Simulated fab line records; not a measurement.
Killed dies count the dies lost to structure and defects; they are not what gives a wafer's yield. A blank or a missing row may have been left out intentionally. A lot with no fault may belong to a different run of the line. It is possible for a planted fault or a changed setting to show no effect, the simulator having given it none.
A struck lot beside a sound one + flow n5_finfet + 33 steps out of a route of 1938
Sound: these wafers, L965.4, L965.5, L965.6. Wafers struck: L960.1, L960.4, L960.6. At the end, the cause is stated.
Order at every step that has rows: each side's tool, ch and its chambers, its first start. Under that, the readings that differ: sound wafers + struck wafers + difference of the means + sigmas: that difference in standard deviations of wafers without a fault.
alike: readings whose means differ by less than 2 such deviations, and words and numbers that are the same on both sides. not compared: withheld readings, readings that some wafer has no value for, bounds like >300 that may hide the same value, and numbers for which the record gives no deviation and whose values overlap.
Wherever a step has rows on one side only, a row that says differs or no value, or a row with sigmas, the two part there. Numbers that have no deviation but don't overlap get no sigmas and don't part them. A reading missing from all wafers of one side parts the sides only when that side holds two or more wafers.

first, 2 steps without rows for these wafers: N5_BEOL_M6_ECD_50 (material Cu, target thk 300 nm); N5_BEOL_M6_ANNEAL_51 (time 90 s).
N5_BEOL_M6_CMP_52: polishes, stops on SiCOH lowk, t overpolish 6.9 s, target thk 80 nm.
  sound on cmp-03 ch 0,1,2, day 12 19:15; struck on cmp-03 ch 0,1,2, day 12 12:59
  alike: barrier_field_endpoint_s, clearing_platen_down_force_psi, motor_current_A, overpolish_run_s, time_to_endpoint_s
N5_BEOL_M6_THK_MEAS_53: measures by xrf.
  struck on film_metro-01, day 12 13:12; sound on film_metro-02, day 12 19:26
  alike: M6_THK
then, 2 steps without rows for these wafers: N5_BEOL_M6_PRE_CLEAN_55 (time 15 s); N5_BEOL_M6_DEP_56 (deposits SiCN from 3MS/NH3, target thk 10 nm, time 17.5 s).
N5_BEOL_M6_RS_MEAS_57: measures by four-point-probe.
  struck on film_metro-02, day 12 13:20; sound on film_metro-01, day 12 19:34
  alike: M6_RS
N5_BEOL_M6_INSPECT_58: inspects for defects (darkfield).
  struck on defect_inspect-01, day 12 13:22; sound on defect_inspect-01, day 12 19:35
  alike: raw_defect_count
then, 1 step without rows for these wafers: N5_BEOL_M7_ILD_DEP_00 (deposits SiCOH lowk from DEMS/porogen, target thk 179.75 nm, time 33.4 s).
N5_BEOL_M7_CURE_74: cures SiCOH lowk, time 240 s.
  sound on uv_cure-01 ch 0, day 12 19:56; struck on uv_cure-03 ch 1, day 12 13:28
| reading          | sound             | struck            | difference | sigmas |
|------------------|-------------------|-------------------|------------|--------|
| wafer_temp_C_max | 386.3 387.1 385.8 | 387.5 387.3 388.0 | +1.2       | +2     |
  alike: lamp_power_pct
N5_BEOL_M7_THK_MEAS_01:
  struck on film_metro-01, day 12 13:59; sound on film_metro-02, day 12 20:13
  alike: M7_ILD_THK
then, 1 step without rows for these wafers: N5_BEOL_M7_PECVD_70 (deposits SiO2 from TEOS/O2, target thk 20 nm, time 22.7 s).
N5_BEOL_M7_HM_DEP_02: deposits TiN, target thk 20 nm.
  struck on pvd_sputter-01, day 12 15:01; sound on pvd_sputter-01, day 12 21:11
  no value came back on the struck wafers for chamber_pressure_pa (Pa), substrate_temp_c (C), throttle_valve_pct (%); on the sound wafers chamber_pressure_pa (Pa) reads 0.5014 0.5014 0.4987
then, 8 steps without rows for these wafers: N5_BEOL_M7_COAT_59 (time 60 s, resist thk 100 nm); N5_BEOL_M7_COAT_60 (time 60 s, resist thk 35 nm); N5_BEOL_M7_COAT_05 (resist thk 90 nm); N5_BEOL_M7_EBR_07; N5_BEOL_M7_SOFTBAKE_06 (time 60 s); N5_BEOL_M7_EXPOSE_08 (exposes mask M7); N5_BEOL_M7_PEB_09 (peb time 60 s); N5_BEOL_M7_DEVELOP_10 (develop time 30 s).
N5_BEOL_M7_CD_MEAS_11: the cd target is 38.5 nm.
  sound on cd_sem-01 ch 0, day 12 21:41; struck on cd_sem-01 ch 0, day 12 15:30
  alike: cd_nm
N5_BEOL_M7_OVL_MEAS_12:
  sound on overlay-02 ch 0, day 12 21:43; struck on overlay-01 ch 0, day 12 15:32
  alike: M7_OVL
N5_BEOL_M7_INSPECT_13: inspects for defects (brightfield).
  struck on defect_inspect-01, day 12 15:34; sound on defect_inspect-02, day 12 21:44
  alike: raw_defect_count
N5_BEOL_M7_DESCUM_16: chemistry O2, time 7.9 s.
  sound on rie_diel-05 ch 0,1,2, day 12 21:47; struck on rie_diel-01 ch 0,1,3, day 12 15:37
  alike: drypump_motor_current_A, oes_product_au, rf_vpp_V, showerhead_plenum_p_Torr, temp_c, throttle_valve_pct
  not compared: rf_hours_counter_h
then, 3 steps without rows for these wafers: N5_BEOL_M7_ETCH_61 (etches SiARC in CF4, target depth 45.5 nm, time 75.8 s); N5_BEOL_M7_ETCH_62 (etches SOC in N2/H2, target depth 110 nm, overetch 22 nm, time 165 s); N5_BEOL_M7_STRIP_68 (strips in N2/H2).
N5_BEOL_M7_STRIP_67: strips in CF4.
  sound on rie_diel-05 ch 0,1,2, day 12 22:01; struck on rie_diel-01 ch 0,1,3, day 12 15:51
  alike: drypump_motor_current_A, oes_product_au, rf_vpp_V, showerhead_plenum_p_Torr, throttle_valve_pct
  not compared: rf_hours_counter_h
N5_BEOL_M7_HM_OPEN_17: chemistry Cl2/BCl3, target TiN, target depth 20 nm, overetch 6 nm.
  sound on rie_metal-01 ch 0,1, day 12 22:04; struck on rie_metal-02 ch 0,1, day 12 15:53
| reading                  | sound             | struck            | difference | sigmas |
|--------------------------|-------------------|-------------------|------------|--------|
| oes_product_au (a.u.)    | 0.66 0.54 0.67    | 0.29 0.30 0.33    | -0.32      | -3     |
| throttle_valve_pct (%)   | 21.84 22.12 21.82 | 22.66 22.66 22.64 | +0.73      | +5     |
| model.etch.depth_nm (nm) | 20.16 20.16 20.38 | 0 0 0             | -20        |        |
  alike: drypump_motor_current_A
  not compared: rf_hours_counter_h
N5_BEOL_M7_STRIP_19: strips in O2.
  sound on rie_diel-01 ch 0,1, day 12 22:10; struck on rie_diel-05 ch 0,3, day 12 16:11
| reading                | sound             | struck            | difference | sigmas |
|------------------------|-------------------|-------------------|------------|--------|
| oes_product_au (a.u.)  | 0.91 0.93 0.95    | 0.83 0.68 0.68    | -0.20      | -2     |
| throttle_valve_pct (%) | 16.23 16.23 16.33 | 16.82 16.75 16.78 | +0.52      | +2     |
  alike: drypump_motor_current_A, rf_vpp_V, showerhead_plenum_p_Torr, temp_c
  not compared: rf_hours_counter_h
N5_BEOL_M7_CD_MEAS_18: pitch 80 nm, target cd 40 nm.
  struck on cd_sem-01, day 12 16:16; sound on cd_sem-02, day 12 22:14
| reading    | sound          | struck | difference                    | sigmas |
|------------|----------------|--------|-------------------------------|--------|
| cd_nm (nm) | 40.4 40.3 40.2 | - - -  | no value on the struck wafers |        |
then, 1 step without rows for these wafers: N5_BEOL_M7_COAT_63 (time 60 s, resist thk 60 nm).

WHERE THEY PART
First at N5_BEOL_M7_CURE_74; last, within this record, at N5_BEOL_M7_CD_MEAS_18.

WHY: whatever the simulator had introduced
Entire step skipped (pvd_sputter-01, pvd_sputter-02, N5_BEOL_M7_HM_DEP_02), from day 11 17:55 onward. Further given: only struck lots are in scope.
